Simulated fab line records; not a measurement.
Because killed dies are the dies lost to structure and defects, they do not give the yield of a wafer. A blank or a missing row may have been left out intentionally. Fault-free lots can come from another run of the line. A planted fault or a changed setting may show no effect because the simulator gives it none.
Comparing a struck lot with a sound one	flow n5Finfet	15 steps out of a route of 1938
Sound: the wafers L776.1, L776.4, L776.5. Struck: wafer L781.6 (left out: L781.4, a lot-mate that was not struck); the cause follows at the end.
Order at every step that has rows: each side's tool, ch and its chambers, its first start. Under that, the readings that differ: sound wafers	struck wafers	difference of the means	sigmas: that difference in standard deviations of wafers without a fault.
alike: readings with means less than 2 such deviations apart, plus words and numbers identical on both sides. not compared: withheld readings, readings lacking a value on some wafer, bounds such as >300 that could conceal the same value, and numbers that have no deviation in the record and whose values overlap.
The two part at a step that has a row with sigmas, a row that says differs or no value, or rows on one side only. Non-overlapping numbers with no deviation appear without sigmas and do not part them. Lack of a reading on every wafer of one side parts them only where that side has two or more wafers.

first, 8 steps without rows for these wafers: N5_BEOL_M11_COAT_59 (time 60 s, resist thk 100 nm); N5_BEOL_M11_COAT_60 (time 60 s, resist thk 30 nm); N5_BEOL_M11_COAT_05 (resist thk 90 nm); N5_BEOL_M11_EBR_07; N5_BEOL_M11_SOFTBAKE_06 (time 60 s); N5_BEOL_M11_EXPOSE_08 (exposes mask M11); N5_BEOL_M11_PEB_09 (peb time 60 s); N5_BEOL_M11_DEVELOP_10 (develop time 30 s).
N5_BEOL_M11_CD_MEAS_11: the cd target is 64.1 nm.
  sound on cdSem-03 ch 0, day 13 09:53; struck on cdSem-03 ch 0, day 14 09:59
  alike: cdNm
N5_BEOL_M11_OVL_MEAS_12:
  sound on overlay-02 ch 0, day 13 09:55; struck on overlay-01 ch 0, day 14 10:01
  alike: M11_OVL
N5_BEOL_M11_INSPECT_13: inspects for defects (brightfield).
  sound: defectInspect-02 at day 13 09:56; struck: defectInspect-02 at day 14 10:02
  alike: rawDefectCount
N5_BEOL_M11_DESCUM_16: chemistry O2, time 7.9 s.
  sound on rieDiel-04 ch 0,3, day 13 09:59; struck on rieDiel-04 ch 2, day 14 10:04
  alike: drypumpMotorCurrentA, o2FlowSccm, oesProductAu, rfVppV, showerheadPlenumPTorr, throttleValvePct
  not compared: rfHoursCounterH
N5_BEOL_M11_ETCH_61: etches SiARC in CF4, target depth 39 nm, time 65 s.
  sound on rieDiel-04 ch 0,3, day 13 10:01; struck on rieDiel-04 ch 2, day 14 10:07
reading	sound	struck	difference	sigmas
etchRfOnTimeS (s)	64.8 65.5 63.8	50.4	-14.3	-13
  alike: drypumpMotorCurrentA, oesProductAu, rfVppV, showerheadPlenumPTorr, throttleValvePct
  not compared: rfHoursCounterH
N5_BEOL_M11_ETCH_62: etches SOC in N2/H2, target depth 110 nm, overetch 22 nm, time 165 s.
  sound on rieDiel-04 ch 0,3, day 13 10:04; struck on rieDiel-04 ch 2, day 14 10:10
  alike: drypumpMotorCurrentA, oesProductAu, rfVppV, showerheadPlenumPTorr, throttleValvePct
  not compared: rfHoursCounterH
next, for these wafers, 1 step has no rows: N5_PASSIVATION_PROBE_49.

## WHERE THEY PART
Only at N5_BEOL_M11_ETCH_61, as far as this record shows. Later steps at which nothing parts them and some readings are alike: N5_BEOL_M11_ETCH_62.

WHY: the cause the simulator had injected
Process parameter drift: rieDiel-04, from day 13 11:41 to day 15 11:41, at N5_BEOL_M11_ETCH_61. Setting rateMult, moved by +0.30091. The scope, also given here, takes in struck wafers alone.
